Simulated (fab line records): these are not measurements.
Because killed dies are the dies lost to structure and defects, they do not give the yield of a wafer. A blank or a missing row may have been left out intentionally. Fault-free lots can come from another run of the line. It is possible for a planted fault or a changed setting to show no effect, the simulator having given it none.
Matching of chambers / flow n5 finfet / N5_PASSIVATION_PASS_ETCH_74 on rie diel-01: 4 sister chambers
The step etches SiNx in CF4/O2, target depth 220 nm, time 110 s. 8 wafers are shown with their chamber, then 7 later ones without.

## WAFERS, EACH WITH ITS CHAMBER
wafer=L101.1; chamber=1; showerhead plenum p Torr (Torr)=2.16; drypump motor current A (A)=5.9
wafer=L102.5; chamber=2; showerhead plenum p Torr (Torr)=2.18; drypump motor current A (A)=5.5
wafer=L108.2; chamber=1; showerhead plenum p Torr (Torr)=2.15; drypump motor current A (A)=5.9
wafer=L108.4; chamber=3; showerhead plenum p Torr (Torr)=2.27; drypump motor current A (A)=5.7
wafer=L111.1; chamber=2; showerhead plenum p Torr (Torr)=2.18; drypump motor current A (A)=5.4
wafer=L111.4; chamber=3; showerhead plenum p Torr (Torr)=2.27; drypump motor current A (A)=5.7
wafer=L114.2; chamber=0; showerhead plenum p Torr (Torr)=2.30; drypump motor current A (A)=5.3
wafer=L114.5; chamber=0; showerhead plenum p Torr (Torr)=2.30; drypump motor current A (A)=5.3

## WAFERS MISSING THEIR CHAMBER
wafer=L114.6; showerhead plenum p Torr (Torr)=2.27; drypump motor current A (A)=5.7
wafer=L117.1; showerhead plenum p Torr (Torr)=2.29; drypump motor current A (A)=5.3
wafer=L117.2; showerhead plenum p Torr (Torr)=2.14; drypump motor current A (A)=6.0
wafer=L117.4; showerhead plenum p Torr (Torr)=2.14; drypump motor current A (A)=6.0
wafer=L118.2; showerhead plenum p Torr (Torr)=2.14; drypump motor current A (A)=6.0
wafer=L118.5; showerhead plenum p Torr (Torr)=2.29; drypump motor current A (A)=5.3
wafer=L118.6; showerhead plenum p Torr (Torr)=2.17; drypump motor current A (A)=5.4

## WHICH CHAMBER EACH ONE RAN IN
wafer=L114.6; from the rows above=3; in truth=3
wafer=L117.1; from the rows above=0; in truth=0
wafer=L117.2; from the rows above=1; in truth=1
wafer=L117.4; from the rows above=1; in truth=1
wafer=L118.2; from the rows above=1; in truth=1
wafer=L118.5; from the rows above=0; in truth=0
wafer=L118.6; from the rows above=2; in truth=2
7 of 7 placed correctly. Can't be placed from these rows: 0. Placed wrongly: 0.
How it was worked out, from the rows above alone: a wafer's distance from a chamber is the root of the sum, over the readings, of the square of ((its reading less the chamber's mean) divided by the reading's scatter). If the next closest chamber is less than 2 further off than the closest, the wafer can't be placed; otherwise it belongs to the closest. A chamber's mean is the mean of its shown wafers. How the scatter is found: for the shown wafers, subtract from each reading the mean of its chamber, square and add these, divide the total by (wafers less chambers), then take the root.
